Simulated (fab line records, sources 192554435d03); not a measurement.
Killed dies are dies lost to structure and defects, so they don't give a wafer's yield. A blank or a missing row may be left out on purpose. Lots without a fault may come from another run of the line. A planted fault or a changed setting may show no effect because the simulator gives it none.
fab line records | flow n5_finfet
record lots=4 wafers=12 last_day=21
route steps=1938 shown PMOS_HMC_CHANNEL_EPI@83 FIN_SAQP@90 FIN_CUT@174 STI_FIN_REVEAL@197 BEOL_M4@1111
lots that met no fault: from a run of the same line without faults
start_h: hours from the record's first day to the start of the lot's first wafer shown | wait_h: hours since the lot's step before | " the same as in the row above | L1.1+2: a row that stands for several wafers | - no value, or no start given | * or withheld: withheld | < > ~ a bound
route shown NAME@n: a module of which the file shows steps, and the number in the route of the first | usual: mean/standard deviation of fault-free wafers | same: alike in all rows | chamber/n: place in a boat | sites: the reading at each site | _std_site: their standard deviation | _edge_site: outer sites' mean less inner sites' | radius_mm: how far each site lies from the wafer's centre | mask NAME#n: copy n | behind: the tool/chamber that last shaped the wafer | hold: why the lot was held/for how many hours/how that ended | device: the transistor (n, p or np) that didn't switch | end of line: the same wafers' tests at the end of the route | a step without rows: its recipe alone | killed: dies lost to structure and defects at the first sort, not the wafer's yield | map: a wafer's dies, x killed, . not, _ none there
set.NAME: the setting as run; set.NAME@STEP: as run at that earlier step | model.NAME: the simulator's own value behind a step, which no gauge read
lots at some steps of the route; a table a step, a row a wafer
services: from which hour (start_h, from the record's first day; less than 0 if before it) a tool's chamber was out of use, for how many hours, and why
## steps
# step N5_PMOS_HMC_CHANNEL_EPI_PRECLEAN_40
# recipe chemistry=DHF time_s=30 temp_c=25 dilution=withheld
# step N5_PMOS_HMC_CHANNEL_EPI_PRECLEAN_37
# recipe chemistry=O3/DIW time_s=45 temp_c=22 o3_ppm=10
# step N5_PMOS_HMC_CHANNEL_EPI_PRECLEAN_24
# recipe chemistry=DHF time_s=30 temp_c=25 dilution=withheld
# step N5_PMOS_HMC_CHANNEL_EPI_SRD_25
# recipe dry=ipa_marangoni do_ppb=5 time_s=30 temp_c=23 rinse_liquid=diw
# step N5_PMOS_HMC_CHANNEL_EPI_EPI_26
# recipe material=Si target_thk_a=38 temp_c=650 precursor=SiH4/H2 pressure_torr=20 time_s=22.7
# step N5_FIN_SAQP_PRECLEAN_42
# recipe chemistry=O3/DIW time_s=60 temp_c=22 o3_ppm=10
# step N5_FIN_SAQP_PRECLEAN_00
# recipe chemistry=SC1 time_s=60 temp_c=55 mix=1:2:50
# step N5_FIN_SAQP_PRECLEAN_44
# recipe chemistry=SC2 time_s=45 temp_c=35 mix=1:1:50
# step N5_FIN_SAQP_SRD_01
# recipe dry=ipa_marangoni time_s=30 temp_c=23 rinse_liquid=diw
# step N5_FIN_SAQP_ALD_61
# recipe material=SiO2 target_thk_a=40 temp_c=300 ald_precursor_family=BDEAS ald_co_reactant=O2-plasma pulse_time_s=1 purge_time_s=2 co_reactant_purge_time_s=2 ald_cycles=43 pressure_torr=2
# usual chamber_pressure_Torr=2.000/0.0043 heater_power_w=462/44 precursor_pulse_height_rel=1.001/0.021 susceptor_temp_C=299.98/0.18
# columns lot.wafer tool chamber start_h wait_h chamber_pressure_Torr heater_power_w precursor_pulse_height_rel susceptor_temp_C model.SiO2_of_FIN_SAQP_ALD_61.thk_nm
L146.2 ald_sin-04 0 50.72 0.0 2.001 494 0.992 299.86 4.003
L146.5 " 1 " " 2.005 450 0.983 299.87 3.986
L146.6 " 0 " " 2.007 474 1.059 299.98 4
L157.1 ald_sin-04 1 116.99 0.0 1.996 361 1.000 272.53 4.421
L157.2 " 2 " " 2.001 344 1.013 272.37 4.407
L157.4 " 3 " " 2.003 449 0.974 272.19 4.434
L158.4 ald_sin-04 3 123.14 0.0 2.002 438 0.977 272.21 4.4
L158.5 " 1 " " 1.992 359 1.006 272.45 4.382
L158.6 " 0 " " 1.999 395 1.016 272.39 4.401
L163.1 ald_sin-02 2 153.05 0.2 2.005 448 0.992 299.99 4.013
L163.2 " 1 " " 2.002 468 1.000 300.05 3.978
L163.5 " 0 " " 2.002 435 0.993 299.85 3.991
# step N5_FIN_SAQP_DENSIFY_62
# recipe temp_c=700 time_s=60 ambient=N2 idle_temp_c=600 ramp_up_c_per_s=150 ramp_down_c_per_s=60 cool_to_c=600
# step N5_FIN_SAQP_HM_DEP_03
# recipe material=SiNx target_thk_a=380 temp_c=400 precursor=SiH4/NH3/N2 pressure_torr=1.5 rf_w=300 time_s=33.6
# step N5_FIN_SAQP_PECVD_47
# recipe material=a-Si target_thk_a=450 temp_c=400 precursor=SiH4/He pressure_torr=3 rf_w=100 time_s=36.3
# step N5_FIN_SAQP_PECVD_48
# recipe material=SiNx target_thk_a=250 temp_c=400 precursor=SiH4/NH3/N2 pressure_torr=1.5 rf_w=300 time_s=22.1
# step N5_FIN_SAQP_PECVD_06
# recipe material=a-Si target_thk_a=600 temp_c=400 precursor=SiH4/He pressure_torr=3 rf_w=100 time_s=48.1
# step N5_FIN_SAQP_HM_DEP_72
# recipe material=SiO2 target_thk_a=120 temp_c=400 precursor=SiH4/N2O pressure_torr=0.75 rf_w=275 time_s=7.2
# step N5_FIN_SAQP_COAT_49
# recipe resist=SOC temp_c=250 time_s=60 spin_rpm=1500 resist_thk_nm=100
# step N5_FIN_SAQP_COAT_50
# recipe resist=SiARC temp_c=220 time_s=60 spin_rpm=1500 resist_thk_nm=35
# step N5_FIN_SAQP_COAT_10
# recipe resist=CAR-ArF spin_rpm=1500 resist_thk_nm=90
# step N5_FIN_SAQP_EBR_12
# recipe solvent=PGMEA ebr_width_mm=1.5
# step N5_FIN_SAQP_SOFTBAKE_11
# recipe temp_c=110 time_s=60 resist=CAR-ArF
# step N5_FIN_SAQP_EXPOSE_13
# recipe mask_id=FIN_CORE na=1.35 source_shape=dipole sigma_inner=0.538 sigma_outer=0.738 polarization=te target_cd_nm=35.6 dose_mj=63.25
# step N5_FIN_SAQP_PEB_14
# recipe peb_temp_c=withheld peb_time_s=60 resist=CAR-ArF
# step N5_FIN_SAQP_DEVELOP_15
# recipe develop_time_s=30 developer=TMAH resist=CAR-ArF dev_temp_c=23 rinse_liquid=diw dry=air_spin
# step N5_FIN_SAQP_DESCUM_21
# recipe chemistry=O2 time_s=7.9 source_power_w=50 bias_power_w=20 pressure_mtorr=20 rf_frequency_hz=2.712e+07 temp_c=40 resist=CAR-ArF o2_flow_sccm=225
# step N5_FIN_SAQP_ETCH_51
# recipe chemistry=CF4 target=SiARC target_depth_a=455 mask_material=CAR-ArF time_s=75.8 ion_energy_ev=80 pressure_mtorr=40 source_w=545 bias_w=36 Ar_flow_sccm=100 cf4_flow_sccm=100 ends=cleared
# step N5_FIN_SAQP_ETCH_52
# recipe chemistry=N2/H2 target=SOC target_depth_a=1000 overetch_a=200 mask_material=SiARC temp_c=40 time_s=150 ion_energy_ev=200 pressure_mtorr=30 source_w=840 bias_w=150 n2_flow_sccm=200 h2_flow_sccm=200 ends=end_point
# step N5_FIN_SAQP_STRIP_53
# recipe chemistry=N2/H2 temp_c=40 n2_flow_sccm=200 h2_flow_sccm=200 rf_frequency_hz=6e+07
# step N5_FIN_SAQP_HM_OPEN_73
# recipe chemistry=CHF3/O2 target=SiO2 stop_on=a-Si target_depth_a=120 over_etch_frac=1.8 mask_material=SOC time_s=16.8 pressure_mtorr=30 source_w=650 bias_w=170 Ar_flow_sccm=200 CHF3_flow_sccm=50 O2_flow_sccm=5 ion_energy_ev=200 ends=end_point
# step N5_FIN_SAQP_STRIP_74
# recipe chemistry=CHF3/O2 resist=SiARC rf_frequency_hz=6e+07
# step N5_FIN_SAQP_MANDREL_ETCH_22
# recipe target_depth_a=600 chemistry=HBr/Cl2 target=a-Si stop_on=SiNx bt_time_s=10 over_etch_frac=0.5 time_s=30 pressure_mtorr=10 icp_w=800 bias_w=75 HBr_flow_sccm=150 Cl2_flow_sccm=80 ends=end_point
# step N5_FIN_SAQP_STRIP_55
# recipe chemistry=N2/H2 power_w=500 temp_c=40 pressure_mtorr=50 rf_frequency_hz=6e+07 overash_fraction=0.3 bias_power_w=28 h2_frac=0.5 n2_flow_sccm=300 h2_flow_sccm=300
# step N5_FIN_SAQP_STRIP_23
# recipe chemistry=SPM time_s=750 temp_c=130 h2so4_h2o2_vol_ratio=4
# step N5_FIN_SAQP_SRD_66
# recipe dry=ipa_marangoni time_s=30 temp_c=23 rinse_liquid=diw
# step N5_FIN_CUT_CUT_ETCH_27
# recipe chemistry=CHF3/O2 target=SiO2 target_depth_a=40 mask_material=SOC overetch_a=20 time_s=4.9 pressure_mtorr=30 source_w=650 bias_w=170 Ar_flow_sccm=200 CHF3_flow_sccm=50 O2_flow_sccm=5 ion_energy_ev=200
# usual bias_w=170.0/0.51 drypump_motor_current_A=5.8/0.36 oes_product_au=0.64/0.068 rf_vpp_V=521/6.2 showerhead_plenum_p_Torr=2.41/0.07 throttle_valve_pct=18.83/0.2
# columns lot.wafer tool chamber start_h wait_h bias_w drypump_motor_current_A oes_product_au rf_hours_counter_h rf_vpp_V showerhead_plenum_p_Torr throttle_valve_pct model.etch.depth_nm
L146.2 rie_diel-01 3 57.62 0.0 170.0 6.1 0.55 245 513 2.46 18.96 4.003
L146.5 " 3 " " 169.9 6.0 0.56 - 513 2.47 18.98 3.986
L146.6 " 2 " " 170.3 5.7 0.69 - 529 2.45 18.94 4
L157.1 rie_diel-03 3 123.54 0.0 169.3 6.2 0.69 77 517 2.34 18.62 4.421
L157.2 " 2 " " 170.2 5.8 0.72 35 517 2.46 18.78 4.407
L157.4 " 0 " " 170.1 6.0 0.76 22 528 2.37 18.90 4.434
L158.4 rie_diel-01 2 130.88 0.0 169.9 5.7 0.70 - 528 2.44 18.99 4.4
L158.5 " 3 " " 170.3 6.1 0.79 - 514 2.46 18.60 4.382
L158.6 " 1 " " 170.0 5.6 0.61 - 520 2.29 19.09 4.401
L163.1 rie_diel-06 2 160.02 0.0 170.0 5.5 0.64 100 522 2.44 18.74 4.013
L163.2 " 1 " " 170.6 6.3 0.77 4 512 2.37 18.82 3.978
L163.5 " 0 " " 170.6 6.5 0.62 - 527 2.51 18.77 3.991
# step N5_STI_FIN_REVEAL_STRIP_16
# recipe chemistry=H3PO4 material=SiNx temp_c=165 target_depth_a=238 overetch_fraction=0.4964 dry=ipa_marangoni
# columns lot.wafer tool chamber start_h wait_h model.SiO2_of_FIN_SAQP_ALD_61.thk_nm
L146.2+5+6 wet_bench-05 7,4,0 66.48 1.1 3.8
L157.1+2+4 wet_bench-06 1,5,4 132.53 1.1 4.2
L158.4+5+6 wet_bench-05 1,0,5 138.83 0.6 4.2
L163.1+2+5 wet_bench-06 1,2,6 169.46 1.1 3.8
# step N5_BEOL_M4_RC_MEAS_101
# usual DIBL_N=36.3/1.1 DIBL_P=36.3/1.4 IOFF_N=0.155/0.019 IOFF_P=0.211/0.027 ION_N=672/8.5 ION_P=462/5.8 SS_N=71.5/0.56 SS_P=73.3/0.52 VT_N=249.9/2.5 VT_P=-249.8/2.8
# columns lot.wafer tool chamber start_h wait_h DIBL_N[mV/V] DIBL_P[mV/V] IOFF_N[nA/um] IOFF_P[nA/um] ION_N[uA/um] ION_P[uA/um] SS_N[mV/dec] SS_P[mV/dec] VT_N[mV] VT_P[mV]
L146.2 prober-01 0 250.38 0.2 35.4 35.8 0.146 0.193 664 460 70.9 73.0 250.3 -250.5
L146.5 " 0 " " 34.8 33.5 0.128 0.167 668 461 70.8 72.9 253.6 -251.9
L146.6 " 0 " " 35.6 35.7 0.151 0.195 675 471 71.6 74.0 247.8 -252.7
L157.1 prober-01 0 351.28 0.0 34.7 36.1 0.133 0.200 662 465 71.6 72.9 254.5 -250.6
L157.2 " 0 " " 36.5 37.6 0.151 0.209 661 458 72.0 73.4 251.8 -251.9
L157.4 " 0 " " 34.4 35.6 0.121 0.182 649 455 71.0 72.5 253.4 -251.4
L158.4 prober-01 0 376.75 0.5 35.4 34.8 0.151 0.195 681 464 71.3 73.0 250.4 -250.3
L158.5 " 0 " " 36.7 36.3 0.170 0.219 685 466 71.9 73.4 247.7 -248.3
L158.6 " 0 " " 36.6 36.2 0.169 0.214 684 467 71.5 73.8 248.6 -247.7
L163.1 prober-01 0 400.81 0.0 36.4 35.7 0.167 0.213 677 456 72.0 73.1 249.3 -249.3
L163.2 " 0 " " 35.8 35.1 0.154 0.208 673 455 72.6 73.7 249.8 -249.9
L163.5 " 0 " " 35.6 34.6 0.155 0.197 673 460 72.1 73.2 248.3 -250.5
## services
# columns tool chamber start_h hours kind
rie_diel-03 0 29.64 - clean
rie_diel-03 0 29.64 - consumable_replace:focus_ring
rie_diel-03 0 29.64 14.0 scheduled_down
rie_diel-03 0 29.64 14.0 vent_cycle
wet_bench-05 - 40.17 5.5 repair
ald_sin-04 2 40.18 4.4 repair
rie_diel-01 1 48.99 5.8 repair
ald_sin-02 - 70.72 0.3 repair
rie_diel-01 3 77.62 - clean
rie_diel-01 3 77.62 - consumable_replace:focus_ring
rie_diel-01 3 77.62 17.9 scheduled_down
rie_diel-01 3 77.62 17.9 vent_cycle
rie_diel-03 - 82.64 0.7 repair
ald_sin-04 3 91.66 9.1 repair
rie_diel-03 3 106.94 1.8 repair
rie_diel-06 1 123.02 - clean
rie_diel-06 1 123.02 - consumable_replace:focus_ring
rie_diel-03 0 125.34 6.0 repair
rie_diel-01 0 128.42 - clean
rie_diel-01 0 128.42 - consumable_replace:focus_ring
rie_diel-01 0 128.42 12.2 scheduled_down
rie_diel-01 0 128.42 12.2 vent_cycle
rie_diel-01 2 154.65 6.9 repair
ald_sin-04 1 168.36 12.8 repair
## key
first_sign step=N5_FIN_SAQP_ALD_61 reading=susceptor_temp_C direction=down sigmas=99+ usual=* struck=*
effect step=N5_FIN_SAQP_ALD_61 reading=heater_power_w direction=down sigmas=1.6 usual=* struck=* wafers_moved=5
model_effect step=N5_FIN_SAQP_ALD_61 value=SiO2_of_FIN_SAQP_ALD_61.thk_nm without=4.004 struck=4.408
model_effect step=N5_FIN_CUT_CUT_ETCH_27 value=etch.depth_nm without=4.004 struck=4.408
model_effect step=N5_STI_FIN_REVEAL_STRIP_16 value=SiO2_of_FIN_SAQP_ALD_61.thk_nm without=3.8 struck=4.2
met_at N5_FIN_SAQP_ALD_61
struck_wafers L157.1,L157.2,L157.4,L158.4,L158.5,L158.6
onset_between 50.72 116.99
fault kind=process_parameter_drift tool=ald_sin-04 chamber=- onset_h=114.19 steps=N5_FIN_SAQP_ALD_61 channel=temp_c offset=* shape=step end_h=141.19 acts_in=* stated=*
